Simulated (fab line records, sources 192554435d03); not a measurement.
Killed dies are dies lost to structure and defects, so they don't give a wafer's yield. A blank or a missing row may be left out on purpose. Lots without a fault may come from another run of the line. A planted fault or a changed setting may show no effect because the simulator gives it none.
fab line records | flow n5_finfet
record lots=24 wafers=72 last_day=20
route steps=1938 shown MOL_CONTACT_COAG@546 BEOL_M0_SAQP@634
lots that met no fault: from a run of the same line without faults
start_h: hours from the record's first day to the start of the lot's first wafer shown | wait_h: hours since the lot's step before | " the same as in the row above | L1.1+2: a row that stands for several wafers | - no value, or no start given | * or withheld: withheld | < > ~ a bound
route shown NAME@n: a module of which the file shows steps, and the number in the route of the first | usual: mean/standard deviation of fault-free wafers | same: alike in all rows | chamber/n: place in a boat | sites: the reading at each site | _std_site: their standard deviation | _edge_site: outer sites' mean less inner sites' | radius_mm: how far each site lies from the wafer's centre | mask NAME#n: copy n | behind: the tool/chamber that last shaped the wafer | hold: why the lot was held/for how many hours/how that ended | device: the transistor (n, p or np) that didn't switch | end of line: the same wafers' tests at the end of the route | a step without rows: its recipe alone | killed: dies lost to structure and defects at the first sort, not the wafer's yield | map: a wafer's dies, x killed, . not, _ none there
set.NAME: the setting as run; set.NAME@STEP: as run at that earlier step | model.NAME: the simulator's own value behind a step, which no gauge read
steps of the route over a sample of lots; a table a step, a row a wafer
services: from which hour (start_h, from the record's first day; less than 0 if before it) a tool's chamber was out of use, for how many hours, and why
## steps
# step N5_MOL_CONTACT_COAG_PRE_CLEAN_141
# recipe gas=H2/He time_s=60 temp_c=300
# usual heater_power_w=472/70
# columns lot.wafer tool chamber start_h wait_h heater_power_w
L074.2 pvd_sputter-03 - 91.00 0.9 474
L074.3 " - " " 606
L074.4 " - " " 442
L075.1 pvd_sputter-02 - 100.53 0.2 448
L075.4 " - " " 427
L075.5 " - " " 500
L076.3 pvd_sputter-02 - 108.23 1.0 445
L076.4 " - " " 606
L076.5 " - " " 606
L077.3 pvd_sputter-03 - 113.76 0.4 595
L077.4 " - " " 387
L077.5 " - " " 397
L078.1 pvd_sputter-03 - 116.06 1.6 602
L078.3 " - " " 402
L078.5 " - " " 595
L079.3 pvd_sputter-03 - 122.17 1.3 606
L079.4 " - " " 393
L079.6 " - " " 470
L080.2 pvd_sputter-03 - 128.01 0.9 607
L080.4 " - " " 384
L080.6 " - " " 442
L081.2 pvd_sputter-03 - 137.43 1.7 450
L081.3 " - " " 480
L081.5 " - " " 443
L082.1 pvd_sputter-02 - 142.62 0.8 502
L082.4 " - " " 449
L082.6 " - " " 427
L083.1 pvd_sputter-01 - 150.35 0.8 483
L083.2 " - " " 458
L083.6 " - " " 496
L084.2 pvd_sputter-02 - 152.78 1.1 418
L084.4 " - " " 503
L084.5 " - " " 603
L085.1 pvd_sputter-02 - 161.77 0.5 452
L085.3 " - " " 581
L085.6 " - " " 597
L086.2 pvd_sputter-01 - 163.77 1.5 419
L086.3 " - " " 504
L086.4 " - " " 438
L087.3 pvd_sputter-01 - 170.63 0.4 451
L087.4 " - " " 402
L087.5 " - " " 488
L088.3 pvd_sputter-01 - 175.64 0.1 448
L088.5 " - " " 401
L088.6 " - " " 483
L089.1 pvd_sputter-03 - 181.43 0.7 445
L089.3 " - " " 472
L089.4 " - " " 384
L090.1 pvd_sputter-02 - 186.94 1.4 420
L090.2 " - " " 492
L090.6 " - " " 440
L091.3 pvd_sputter-03 - 192.48 1.3 478
L091.4 " - " " 599
L091.5 " - " " 477
L092.1 pvd_sputter-01 - 198.64 1.5 501
L092.3 " - " " 458
L092.6 " - " " 445
L093.3 pvd_sputter-02 - 204.74 2.1 414
L093.5 " - " " 439
L093.6 " - " " 419
L094.2 pvd_sputter-03 - 213.04 1.0 471
L094.3 " - " " 450
L094.6 " - " " 440
L095.1 pvd_sputter-03 - 214.94 0.4 474
L095.2 " - " " 390
L095.3 " - " " 594
L096.1 pvd_sputter-01 - 223.47 2.8 486
L096.2 " - " " 453
L096.4 " - " " 457
L097.3 pvd_sputter-03 - 227.02 1.0 486
L097.5 " - " " 383
L097.6 " - " " 587
# step N5_MOL_CONTACT_COAG_CD_MEAS_84
# recipe target_cd_nm=25.1 landing_energy_ev=500 detector=se_inlens polarity=opening
# usual cd_nm=25.09/0.25
# columns lot.wafer tool chamber start_h wait_h cd_nm
L074.2 cd_sem-03 0 97.60 - 25.41
L074.3 " 0 " " 25.38
L074.4 " 0 " " 25.30
L075.1 cd_sem-03 0 107.68 - 25.58
L075.4 " 0 " " 24.90
L075.5 " 0 " " 25.21
L076.3 cd_sem-02 0 116.24 - 25.03
L076.4 " 0 " " 24.66
L076.5 " 0 " " 25.15
L077.3 cd_sem-02 0 120.39 - 25.54
L077.4 " 0 " " 25.06
L077.5 " 0 " " 25.21
L078.1 cd_sem-01 0 123.28 - 24.99
L078.3 " 0 " " 25.49
L078.5 " 0 " " 25.32
L079.3 cd_sem-01 0 129.61 - 25.18
L079.4 " 0 " " 24.83
L079.6 " 0 " " 25.16
L080.2 cd_sem-01 0 135.35 - 24.88
L080.4 " 0 " " 25.02
L080.6 " 0 " " 24.89
L081.2 cd_sem-01 0 143.24 - 25.16
L081.3 " 0 " " 24.55
L081.5 " 0 " " 24.83
L082.1 cd_sem-01 0 148.61 - 25.57
L082.4 " 0 " " 25.06
L082.6 " 0 " " 25.17
L083.1 cd_sem-02 0 156.75 - 25.27
L083.2 " 0 " " 25.19
L083.6 " 0 " " 25.00
L084.2 cd_sem-02 0 159.62 - 25.21
L084.4 " 0 " " 24.81
L084.5 " 0 " " 25.23
L085.1 cd_sem-03 0 168.20 - 24.82
L085.3 " 0 " " 24.96
L085.6 " 0 " " 25.13
L086.2 cd_sem-01 0 173.01 - 25.61
L086.3 " 0 " " 25.36
L086.4 " 0 " " 24.81
L087.3 cd_sem-02 0 180.00 - 24.88
L087.4 " 0 " " 25.17
L087.5 " 0 " " 25.27
L088.3 cd_sem-03 0 185.54 - 25.22
L088.5 " 0 " " 25.02
L088.6 " 0 " " 25.05
L089.1 cd_sem-02 0 189.14 - 25.56
L089.3 " 0 " " 24.88
L089.4 " 0 " " 25.12
L090.1 cd_sem-03 0 194.12 - 24.60
L090.2 " 0 " " 25.07
L090.6 " 0 " " 25.05
L091.3 cd_sem-03 0 200.30 - 25.40
L091.4 " 0 " " 25.47
L091.5 " 0 " " 25.43
L092.1 cd_sem-03 0 206.20 - 25.00
L092.3 " 0 " " 25.31
L092.6 " 0 " " 25.23
L093.3 cd_sem-02 0 212.02 - 24.83
L093.5 " 0 " " 25.07
L093.6 " 0 " " 25.21
L094.2 cd_sem-02 0 219.27 - 25.21
L094.3 " 0 " " 25.10
L094.6 " 0 " " 25.19
L095.1 cd_sem-01 0 223.80 - 25.05
L095.2 " 0 " " 24.54
L095.3 " 0 " " 24.53
L096.1 cd_sem-03 0 230.25 - 25.21
L096.2 " 0 " " 25.13
L096.4 " 0 " " 25.00
L097.3 cd_sem-01 0 235.07 - 25.19
L097.5 " 0 " " 25.00
L097.6 " 0 " " 25.07
# step N5_MOL_CONTACT_COAG_ETCH_89
# recipe chemistry=N2/H2 target=underlayer target_depth_a=130 mask_material=CAR-EUV time_s=10.4 ion_energy_ev=200 pressure_mtorr=30 source_w=840 bias_w=150 n2_flow_sccm=200 h2_flow_sccm=200 ends=cleared
# usual drypump_motor_current_A=5.9/0.51 etch_rf_on_time_s=10.37/0.26 oes_product_au=0.64/0.068 rf_vpp_V=524.4/2.9 showerhead_plenum_p_Torr=2.56/0.098 throttle_valve_pct=17.9/0.33
# columns lot.wafer tool chamber start_h wait_h drypump_motor_current_A etch_rf_on_time_s oes_product_au rf_hours_counter_h rf_vpp_V showerhead_plenum_p_Torr throttle_valve_pct
L074.2 rie_diel-02 3 97.87 0.0 6.4 10.15 0.65 149 521.4 2.45 17.6
L074.3 " 1 " " 5.5 10.44 0.64 178 524.2 2.54 18.3
L074.4 " 0 " " 6.1 10.30 0.59 243 520.5 2.40 17.5
L075.1 rie_diel-06 2 108.22 0.0 6.2 10.41 0.60 196 527.0 2.64 18.0
L075.4 " 0 " " 5.9 10.27 0.66 163 525.9 2.64 18.0
L075.5 " 0 " " 5.9 10.41 0.64 - 525.3 2.64 18.0
L076.3 rie_diel-06 1 116.93 0.0 5.2 10.31 0.61 175 525.5 2.63 17.7
L076.4 " 3 " " 6.8 10.71 0.61 201 527.1 2.63 17.9
L076.5 " 1 " " 5.2 10.18 0.62 - 525.6 2.63 17.7
L077.3 rie_diel-02 1 120.55 0.0 5.5 10.68 0.62 187 523.9 2.54 18.3
L077.4 " 1 " " 5.5 10.63 0.63 - 522.7 2.54 18.3
L077.5 " 3 " " 6.4 10.18 0.64 - 520.3 2.44 17.6
L078.1 rie_diel-03 3 123.44 0.0 6.1 10.52 0.58 213 519.8 2.41 17.7
L078.3 " 0 " " 4.9 10.44 0.58 234 524.1 2.51 17.8
L078.5 " 2 " " 5.6 10.52 0.63 - 520.4 2.43 17.8
L079.3 rie_diel-06 1 129.77 0.0 5.2 10.26 0.61 179 525.2 2.63 17.7
L079.4 " 3 " " 6.8 10.65 0.60 205 525.2 2.63 17.9
L079.6 " 2 " " 6.2 10.49 0.60 - 525.0 2.63 18.0
L080.2 rie_diel-03 0 135.57 0.0 4.9 10.48 0.58 239 523.0 2.51 17.8
L080.4 " 1 " " 5.9 10.00 0.69 140 527.1 2.66 18.4
L080.6 " 0 " " 4.9 10.42 0.59 - 523.1 2.51 17.8
L081.2 rie_diel-02 1 143.39 0.0 5.5 10.67 0.62 198 524.8 2.53 18.3
L081.3 " 2 " " 5.1 10.31 0.59 229 522.8 2.49 17.8
L081.5 " 0 " " 6.1 10.03 0.86 - 529.1 2.71 17.2
L082.1 rie_diel-02 2 148.77 0.0 5.2 10.48 0.59 231 522.5 2.49 17.8
L082.4 " 1 " " 5.5 10.77 0.61 200 523.0 2.53 18.3
L082.6 " 2 " " 5.2 10.42 0.59 - 522.5 2.49 17.8
L083.1 rie_diel-06 1 156.91 0.0 5.2 10.14 0.62 189 525.7 2.63 17.8
L083.2 " 0 " " 5.9 10.37 0.64 180 527.8 2.64 18.0
L083.6 " 3 " " 6.8 10.64 0.60 - 525.7 2.62 17.9
L084.2 rie_diel-03 0 159.77 0.0 4.8 10.50 0.57 248 523.0 2.50 17.8
L084.4 " 2 " " 5.6 10.74 0.62 168 521.0 2.43 17.8
L084.5 " 2 " " 5.6 10.70 0.62 - 522.0 2.43 17.8
L085.1 rie_diel-02 2 168.36 0.0 5.2 10.25 0.59 239 522.5 2.49 17.9
L085.3 " 1 " " 5.5 10.48 0.62 206 524.1 2.53 18.3
L085.6 " 3 " " 6.4 10.18 0.63 - 520.8 2.44 17.6
L086.2 rie_diel-06 3 173.29 0.0 6.8 10.61 0.60 219 525.7 2.62 17.9
L086.3 " 1 " " 5.2 10.07 0.61 194 525.4 2.62 17.8
L086.4 " 2 " " 6.1 10.56 0.59 217 525.9 2.63 18.1
L087.3 rie_diel-06 0 180.68 0.0 5.9 10.47 0.63 187 527.2 2.63 18.0
L087.4 " 2 " " 6.2 10.50 0.59 220 526.8 2.63 18.1
L087.5 " 0 " " 5.9 10.33 0.63 - 527.7 2.63 18.0
L088.3 rie_diel-02 0 185.70 0.0 6.1 10.00 0.81 16 528.3 2.71 17.2
L088.5 " 3 " " 6.4 10.30 0.62 - 522.0 2.43 17.7
L088.6 " 0 " " 6.1 10.03 0.82 - 528.9 2.71 17.2
L089.1 rie_diel-02 0 189.30 0.0 6.1 10.01 0.81 17 528.5 2.71 17.2
L089.3 " 1 " " 5.5 10.72 0.61 213 524.1 2.53 18.3
L089.4 " 3 " " 6.4 10.44 0.62 - 521.3 2.43 17.6
L090.1 rie_diel-06 0 194.28 0.0 5.9 10.55 0.62 192 526.6 2.63 18.1
L090.2 " 2 " " 6.2 10.62 0.58 224 526.6 2.63 18.1
L090.6 " 1 " " 5.2 10.30 0.60 - 526.2 2.62 17.8
L091.3 rie_diel-02 3 200.49 0.0 6.4 10.23 0.62 187 519.7 2.43 17.7
L091.4 " 0 " " 6.1 9.89 0.81 21 528.8 2.71 17.2
L091.5 " 3 " " 6.4 10.26 0.62 - 520.3 2.43 17.7
L092.1 rie_diel-03 1 206.37 0.0 5.9 9.88 0.67 167 528.3 2.65 18.5
L092.3 " 0 " " 4.9 9.81 0.82 6 522.4 2.50 17.4
L092.6 " 1 " " 6.0 9.72 0.67 - 527.6 2.65 18.4
L093.3 rie_diel-06 3 212.18 0.0 6.8 10.74 0.58 232 526.1 2.62 17.9
L093.5 " 0 " " 5.9 10.63 0.61 - 525.7 2.63 18.1
L093.6 " 3 " " 6.8 10.66 0.59 - 526.0 2.62 17.9
L094.2 rie_diel-02 3 219.42 0.0 6.4 10.32 0.61 194 518.7 2.43 17.7
L094.3 " 0 " " 6.1 9.98 0.79 27 527.1 2.70 17.2
L094.6 " 1 " " 5.5 10.64 0.60 - 522.6 2.52 18.3
L095.1 rie_diel-03 1 224.35 0.0 6.0 9.90 0.66 175 527.2 2.64 18.5
L095.2 " 0 " " 4.9 10.02 0.80 13 524.4 2.50 17.4
L095.3 " 3 " " 6.1 10.54 0.57 247 519.0 2.40 17.8
L096.1 rie_diel-02 0 230.40 0.0 6.1 9.94 0.78 32 528.6 2.70 17.2
L096.2 " 3 " " 6.3 10.30 0.61 199 518.2 2.43 17.7
L096.4 " 3 " " 6.4 10.22 0.61 - 521.9 2.43 17.7
L097.3 rie_diel-02 0 235.22 0.0 6.1 9.95 0.78 34 526.5 2.70 17.2
L097.5 " 3 " " 6.3 10.34 0.61 - 519.7 2.43 17.7
L097.6 " 0 " " 6.1 9.99 0.78 - 527.6 2.70 17.2
# step N5_MOL_CONTACT_COAG_DESCUM_45
# recipe chemistry=O2 time_s=7 source_power_w=50 bias_power_w=20 pressure_mtorr=20 rf_frequency_hz=2.712e+07 temp_c=40 resist=CAR-EUV o2_flow_sccm=225
# usual drypump_motor_current_A=5.8/0.51 oes_product_au=0.74/0.08 rf_vpp_V=243.1/1.6 showerhead_plenum_p_Torr=2.10/0.084 throttle_valve_pct=20.43/0.29
# columns lot.wafer tool chamber start_h wait_h drypump_motor_current_A oes_product_au rf_hours_counter_h rf_vpp_V showerhead_plenum_p_Torr throttle_valve_pct
L074.2 rie_diel-02 3 99.61 0.0 6.4 0.76 149 240.1 2.01 20.11
L074.3 " 2 " " 5.2 0.70 211 242.8 2.07 20.38
L074.4 " 0 " " 6.1 0.69 244 242.6 1.98 20.13
L075.1 rie_diel-06 1 109.56 0.1 5.2 0.71 173 244.0 2.19 20.50
L075.4 " 2 " " 6.2 0.70 197 244.0 2.18 20.56
L075.5 " 3 " " 6.8 0.72 - 245.3 2.15 20.22
L076.3 rie_diel-06 0 118.29 0.0 5.9 0.76 168 244.1 2.16 20.42
L076.4 " 3 " " 6.8 0.72 202 244.3 2.15 20.23
L076.5 " 0 " " 5.9 0.77 - 244.1 2.16 20.41
L077.3 rie_diel-02 2 121.88 0.0 5.2 0.69 219 242.8 2.07 20.39
L077.4 " 3 " " 6.4 0.75 - 241.4 2.01 20.14
L077.5 " 2 " " 5.2 0.69 - 242.8 2.07 20.39
L078.1 rie_diel-03 2 124.77 0.0 5.6 0.75 158 241.6 2.00 20.31
L078.3 " 0 " " 4.9 0.68 235 241.4 2.07 20.36
L078.5 " 3 " " 6.1 0.69 - 240.4 1.99 20.35
L079.3 rie_diel-02 1 131.08 0.1 5.5 0.73 192 242.2 2.09 20.81
L079.4 " 3 " " 6.4 0.74 - 242.1 2.00 20.12
L079.6 " 2 " " 5.2 0.69 - 242.7 2.07 20.40
L080.2 rie_diel-02 3 136.83 0.0 6.3 0.74 165 240.4 2.00 20.15
L080.4 " 1 " " 5.5 0.72 195 240.9 2.09 20.82
L080.6 " 0 " " 6.1 1.02 - 244.9 2.24 19.85
L081.2 rie_diel-02 3 145.23 0.1 6.3 0.73 168 241.0 2.00 20.15
L081.3 " 1 " " 5.5 0.72 198 242.4 2.09 20.82
L081.5 " 2 " " 5.2 0.69 - 241.9 2.06 20.41
L082.1 rie_diel-06 3 150.08 0.1 6.8 0.72 211 246.3 2.14 20.25
L082.4 " 2 " " 6.2 0.69 210 243.2 2.18 20.59
L082.6 " 1 " " 5.2 0.71 - 243.6 2.19 20.53
L083.1 rie_diel-03 2 158.18 0.0 5.6 0.74 168 240.5 2.00 20.34
L083.2 " 3 " " 6.1 0.68 223 241.7 1.98 20.36
L083.6 " 1 " " 5.9 0.78 - 245.7 2.20 20.97
L084.2 rie_diel-06 0 161.15 0.1 5.9 0.74 182 244.6 2.15 20.42
L084.4 " 1 " " 5.2 0.70 191 243.8 2.19 20.53
L084.5 " 3 " " 6.8 0.71 - 245.6 2.14 20.25
L085.1 rie_diel-03 2 169.92 0.3 5.6 0.73 172 241.4 1.99 20.35
L085.3 " 3 " " 6.1 0.67 228 241.3 1.98 20.38
L085.6 " 2 " " 5.6 0.73 - 240.9 1.99 20.35
L086.2 rie_diel-06 1 174.93 0.2 5.2 0.70 195 244.1 2.19 20.53
L086.3 " 0 " " 5.9 0.74 185 245.0 2.15 20.43
L086.4 " 3 " " 6.8 0.71 219 244.1 2.14 20.26
L087.3 rie_diel-06 1 181.90 0.0 5.2 0.68 197 244.8 2.19 20.53
L087.4 " 0 " " 5.9 0.74 187 242.3 2.15 20.43
L087.5 " 3 " " 6.8 0.70 - 245.2 2.14 20.26
L088.3 rie_diel-06 1 187.28 0.1 5.2 0.69 198 244.4 2.18 20.53
L088.5 " 0 " " 5.9 0.74 - 244.8 2.15 20.43
L088.6 " 1 " " 5.2 0.69 - 243.6 2.18 20.53
L089.1 rie_diel-03 0 191.88 0.0 4.9 0.97 2 241.5 2.06 20.08
L089.3 " 3 " " 6.1 0.68 236 241.2 1.98 20.40
L089.4 " 2 " " 5.6 0.73 181 241.8 1.99 20.36
L090.1 rie_diel-03 1 195.49 0.0 5.9 0.77 163 244.3 2.19 20.98
L090.2 " 0 " " 4.9 0.96 3 243.4 2.06 20.07
L090.6 " 1 " " 5.9 0.77 - 244.8 2.19 20.97
L091.3 rie_diel-06 0 201.83 0.0 5.9 0.72 196 244.9 2.15 20.43
L091.4 " 3 " " 6.8 0.70 229 243.3 2.14 20.28
L091.5 " 2 " " 6.2 0.68 - 243.9 2.17 20.61
L092.1 rie_diel-03 2 207.58 0.0 5.6 0.71 186 240.3 1.99 20.36
L092.3 " 1 " " 5.9 0.77 167 244.3 2.19 21.00
L092.6 " 1 " " 5.9 0.76 - 244.6 2.19 20.99
L093.3 rie_diel-03 1 213.42 0.0 5.9 0.77 170 245.4 2.19 21.00
L093.5 " 3 " " 6.1 0.68 - 241.9 1.98 20.40
L093.6 " 0 " " 4.9 0.94 - 243.7 2.06 20.08
L094.2 rie_diel-02 0 220.83 0.1 6.1 0.92 28 243.3 2.23 19.89
L094.3 " 3 " " 6.3 0.72 195 241.3 1.99 20.18
L094.6 " 3 " " 6.3 0.72 - 241.0 1.99 20.18
L095.1 rie_diel-02 1 225.60 0.0 5.5 0.70 229 242.2 2.07 20.85
L095.2 " 0 " " 6.1 0.91 31 244.7 2.23 19.91
L095.3 " 3 " " 6.3 0.72 198 242.6 1.99 20.18
L096.1 rie_diel-03 3 231.95 0.0 6.1 0.67 249 242.1 1.97 20.40
L096.2 " 1 " " 5.9 0.75 177 242.9 2.19 21.00
L096.4 " 0 " " 4.9 0.92 15 242.8 2.06 20.11
L097.3 rie_diel-02 0 236.59 0.1 6.1 0.90 35 247.2 2.23 19.91
L097.5 " 1 " " 5.5 0.69 - 241.1 2.07 20.85
L097.6 " 3 " " 6.4 0.71 - 240.9 1.99 20.17
# step N5_MOL_CONTACT_COAG_ETCH_66
# recipe chemistry=CF4 target=SiARC target_depth_a=130 mask_material=CAR-EUV time_s=21.7 ion_energy_ev=80 pressure_mtorr=40 source_w=545 bias_w=36 Ar_flow_sccm=100 cf4_flow_sccm=100 ends=cleared
# usual drypump_motor_current_A=5.8/0.52 etch_rf_on_time_s=21.6/0.55 oes_product_au=0.64/0.071 rf_vpp_V=184.1/1.2 showerhead_plenum_p_Torr=2.15/0.079 throttle_valve_pct=15.64/0.26
# columns lot.wafer tool chamber start_h wait_h drypump_motor_current_A etch_rf_on_time_s oes_product_au rf_hours_counter_h rf_vpp_V showerhead_plenum_p_Torr throttle_valve_pct
L074.2 rie_diel-02 3 99.67 0.0 6.3 21.7 0.64 149 183.2 2.06 15.34
L074.3 " 2 " " 5.2 21.7 0.60 211 183.5 2.14 15.71
L074.4 " 0 " " 6.1 22.0 0.59 244 182.6 2.03 15.39
L075.1 rie_diel-06 1 109.62 0.0 5.2 21.2 0.62 173 184.7 2.22 15.63
L075.4 " 2 " " 6.2 22.0 0.60 197 185.5 2.20 15.60
L075.5 " 3 " " 6.8 22.3 0.61 - 186.2 2.23 15.65
L076.3 rie_diel-06 0 118.34 0.0 5.9 21.5 0.64 168 184.4 2.21 15.72
L076.4 " 3 " " 6.8 22.2 0.61 202 185.3 2.22 15.67
L076.5 " 0 " " 5.9 21.3 0.65 - 184.7 2.21 15.71
L077.3 rie_diel-02 2 121.94 0.0 5.2 21.5 0.60 219 184.1 2.13 15.75
L077.4 " 3 " " 6.3 21.3 0.65 - 182.6 2.06 15.35
L077.5 " 2 " " 5.2 21.3 0.60 - 184.1 2.13 15.73
L078.1 rie_diel-03 2 124.83 0.0 5.6 22.0 0.63 158 181.8 2.06 15.57
L078.3 " 0 " " 4.9 21.9 0.58 235 182.7 2.12 15.69
L078.5 " 3 " " 6.2 22.0 0.59 - 183.4 2.03 15.54
L079.3 rie_diel-02 1 131.14 0.0 5.4 22.3 0.63 192 182.5 2.12 15.92
L079.4 " 3 " " 6.4 21.4 0.64 - 184.0 2.05 15.35
L079.6 " 2 " " 5.2 21.8 0.60 - 184.5 2.13 15.75
L080.2 rie_diel-02 3 136.89 0.0 6.3 21.6 0.63 165 183.4 2.05 15.37
L080.4 " 1 " " 5.5 22.3 0.62 195 183.3 2.12 15.93
L080.6 " 0 " " 6.1 21.0 0.88 - 184.6 2.28 14.92
L081.2 rie_diel-02 3 145.28 0.0 6.3 21.5 0.63 168 182.4 2.05 15.36
L081.3 " 1 " " 5.5 22.1 0.62 198 183.8 2.11 15.94
L081.5 " 2 " " 5.2 21.4 0.60 - 184.0 2.13 15.74
L082.1 rie_diel-06 3 150.13 0.0 6.8 22.3 0.60 211 183.3 2.22 15.70
L082.4 " 2 " " 6.2 22.2 0.59 210 182.8 2.19 15.64
L082.6 " 1 " " 5.2 21.2 0.61 - 186.5 2.22 15.67
L083.1 rie_diel-03 2 158.24 0.0 5.6 21.8 0.62 168 182.3 2.05 15.60
L083.2 " 3 " " 6.1 21.7 0.59 223 181.4 2.02 15.56
L083.6 " 1 " " 5.9 20.9 0.68 - 185.0 2.23 16.02
L084.2 rie_diel-06 0 161.20 0.0 5.9 21.7 0.63 182 185.7 2.21 15.75
L084.4 " 1 " " 5.2 21.1 0.61 191 183.4 2.22 15.69
L084.5 " 3 " " 6.8 22.0 0.60 - 184.9 2.22 15.69
L085.1 rie_diel-03 2 169.98 0.0 5.6 22.0 0.63 172 183.1 2.05 15.62
L085.3 " 3 " " 6.1 22.0 0.57 228 182.1 2.02 15.58
L085.6 " 2 " " 5.6 22.0 0.63 - 182.5 2.05 15.62
L086.2 rie_diel-06 1 174.98 0.0 5.2 20.8 0.61 195 184.6 2.22 15.68
L086.3 " 0 " " 5.9 21.6 0.63 185 184.3 2.21 15.75
L086.4 " 3 " " 6.7 22.2 0.60 219 185.5 2.22 15.68
L087.3 rie_diel-06 1 181.96 0.0 5.2 21.5 0.60 197 184.9 2.21 15.70
L087.4 " 0 " " 5.9 22.0 0.62 187 184.8 2.21 15.75
L087.5 " 3 " " 6.8 22.5 0.59 - 185.0 2.22 15.69
L088.3 rie_diel-06 1 187.34 0.0 5.2 21.5 0.60 198 185.4 2.21 15.69
L088.5 " 0 " " 5.9 22.2 0.62 - 185.1 2.21 15.76
L088.6 " 1 " " 5.2 21.6 0.60 - 184.8 2.21 15.68
L089.1 rie_diel-03 0 191.94 0.0 4.9 20.7 0.84 2 183.8 2.12 15.26
L089.3 " 3 " " 6.1 22.0 0.57 236 181.6 2.02 15.58
L089.4 " 2 " " 5.6 22.1 0.61 181 184.3 2.05 15.64
L090.1 rie_diel-03 1 195.54 0.0 6.0 20.8 0.67 163 185.0 2.22 16.05
L090.2 " 0 " " 4.9 20.9 0.82 3 182.0 2.12 15.25
L090.6 " 1 " " 5.9 20.7 0.67 - 185.6 2.22 16.04
L091.3 rie_diel-06 0 201.88 0.0 5.9 22.2 0.62 196 183.3 2.20 15.76
L091.4 " 3 " " 6.8 22.3 0.59 229 183.7 2.22 15.72
L091.5 " 2 " " 6.2 22.3 0.57 - 183.9 2.19 15.66
L092.1 rie_diel-03 2 207.63 0.0 5.6 21.7 0.61 186 181.4 2.05 15.66
L092.3 " 1 " " 6.0 20.4 0.68 167 184.9 2.22 16.05
L092.6 " 1 " " 6.0 20.5 0.67 - 184.4 2.22 16.05
L093.3 rie_diel-03 1 213.47 0.0 5.9 20.6 0.67 170 184.5 2.22 16.07
L093.5 " 3 " " 6.1 21.7 0.57 - 181.8 2.02 15.59
L093.6 " 0 " " 4.9 20.6 0.81 - 182.6 2.12 15.27
L094.2 rie_diel-02 0 220.89 0.0 6.1 20.9 0.79 28 185.2 2.27 14.97
L094.3 " 3 " " 6.4 21.5 0.61 195 183.0 2.04 15.43
L094.6 " 3 " " 6.3 21.5 0.62 - 183.9 2.04 15.42
L095.1 rie_diel-02 1 225.66 0.0 5.5 22.3 0.60 229 184.6 2.10 15.99
L095.2 " 0 " " 6.1 20.9 0.78 31 185.6 2.27 15.02
L095.3 " 3 " " 6.3 21.6 0.60 198 183.0 2.04 15.44
L096.1 rie_diel-03 3 232.00 0.0 6.1 21.8 0.57 249 183.4 2.02 15.62
L096.2 " 1 " " 5.9 20.7 0.66 177 184.0 2.22 16.07
L096.4 " 0 " " 4.9 20.6 0.79 15 184.2 2.11 15.29
L097.3 rie_diel-02 0 236.64 0.0 6.1 20.7 0.78 35 186.0 2.26 15.01
L097.5 " 1 " " 5.5 21.9 0.60 - 183.3 2.10 15.99
L097.6 " 3 " " 6.4 21.4 0.61 - 182.0 2.04 15.45
# step N5_BEOL_M0_SAQP_HM_DEP_02
# recipe material=TiN target_thk_a=120 temp_c=25 chamber_pressure_pa=0.49996
# usual throttle_valve_pct=29.7/0.9
# columns lot.wafer tool chamber start_h wait_h throttle_valve_pct
L074.2 pvd_sputter-02 - 107.04 1.4 29.5
L074.3 " - " " 29.9
L074.4 " - " " 28.5
L075.1 pvd_sputter-01 - 116.21 1.2 31.7
L075.4 " - " " 28.4
L075.5 " - " " 31.2
L076.3 pvd_sputter-02 - 126.05 1.9 29.6
L076.4 " - " " 28.3
L076.5 " - " " 29.9
L077.3 pvd_sputter-03 - 127.91 0.8 29.2
L077.4 " - " " 29.9
L077.5 " - " " 29.2
L078.1 pvd_sputter-01 - 131.14 1.1 31.3
L078.3 " - " " 30.4
L078.5 " - " " 28.7
L079.3 pvd_sputter-03 - 137.59 1.5 29.9
L079.4 " - " " 31.6
L079.6 " - " " 31.2
L080.2 pvd_sputter-02 - 142.12 0.3 28.4
L080.4 " - " " 29.4
L080.6 " - " " 29.2
L081.2 pvd_sputter-01 - 150.59 0.4 28.4
L081.3 " - " " 28.5
L081.5 " - " " 28.5
L082.1 pvd_sputter-02 - 156.03 1.0 29.6
L082.4 " - " " 30.1
L082.6 " - " " 29.3
L083.1 pvd_sputter-01 - 164.01 0.7 31.5
L083.2 " - " " 28.8
L083.6 " - " " 28.8
L084.2 pvd_sputter-01 - 168.09 1.8 31.6
L084.4 " - " " 31.5
L084.5 " - " " 28.9
L085.1 pvd_sputter-02 - 175.29 0.2 29.7
L085.3 " - " " 29.4
L085.6 " - " " 28.5
L086.2 pvd_sputter-02 - 180.88 0.9 30.0
L086.3 " - " " 29.5
L086.4 " - " " 28.3
L087.3 pvd_sputter-03 - 187.24 0.3 29.1
L087.4 " - " " 29.7
L087.5 " - " " 29.8
L088.3 pvd_sputter-03 - 193.36 0.5 30.2
L088.5 " - " " 29.2
L088.6 " - " " 30.0
L089.1 pvd_sputter-01 - 198.80 1.5 28.7
L089.3 " - " " 28.4
L089.4 " - " " 29.8
L090.1 pvd_sputter-02 - 202.40 1.9 30.1
L090.2 " - " " 28.5
L090.6 " - " " 28.5
L091.3 pvd_sputter-02 - 208.42 1.6 29.3
L091.4 " - " " 29.4
L091.5 " - " " 28.8
L092.1 pvd_sputter-03 - 213.46 0.9 29.9
L092.3 " - " " 29.1
L092.6 " - " " 29.5
L093.3 pvd_sputter-03 - 220.37 2.0 30.1
L093.5 " - " " 31.3
L093.6 " - " " 29.8
L094.2 pvd_sputter-03 - 226.48 0.6 31.4
L094.3 " - " " 30.0
L094.6 " - " " 29.8
L095.1 pvd_sputter-03 - 231.52 0.7 29.1
L095.2 " - " " 30.4
L095.3 " - " " 29.8
L096.1 pvd_sputter-02 - 239.45 2.5 30.0
L096.2 " - " " 29.2
L096.4 " - " " 28.5
L097.3 pvd_sputter-03 - 244.81 3.1 31.4
L097.5 " - " " 30.0
L097.6 " - " " 31.3
## services
# columns tool chamber start_h hours kind
pvd_sputter-03 - 67.77 2.6 repair
rie_diel-03 2 77.09 4.3 repair
rie_diel-06 - 79.36 2.8 pm
pvd_sputter-03 - 95.43 5.3 repair
rie_diel-02 0 115.19 - clean
rie_diel-02 0 115.19 - consumable_replace:focus_ring
rie_diel-02 0 115.19 - consumable_replace:showerhead
rie_diel-02 0 115.19 21.1 scheduled_down
rie_diel-02 0 115.19 21.1 vent_cycle
rie_diel-06 0 119.41 1.3 repair
rie_diel-03 2 127.70 2.8 repair
pvd_sputter-02 - 134.10 2.2 repair
pvd_sputter-01 - 135.91 8.5 repair
pvd_sputter-03 - 147.37 0.7 repair
rie_diel-02 2 187.41 4.7 repair
rie_diel-06 2 204.99 5.7 repair
rie_diel-02 0 209.63 4.7 repair
rie_diel-02 2 215.22 8.0 repair
rie_diel-02 2 223.32 - clean
rie_diel-02 2 223.32 - consumable_replace:focus_ring
rie_diel-02 2 223.32 17.2 scheduled_down
rie_diel-02 2 223.32 17.2 vent_cycle
rie_diel-03 2 232.24 9.5 repair
rie_diel-06 - 234.94 0.5 repair
## key
fault none
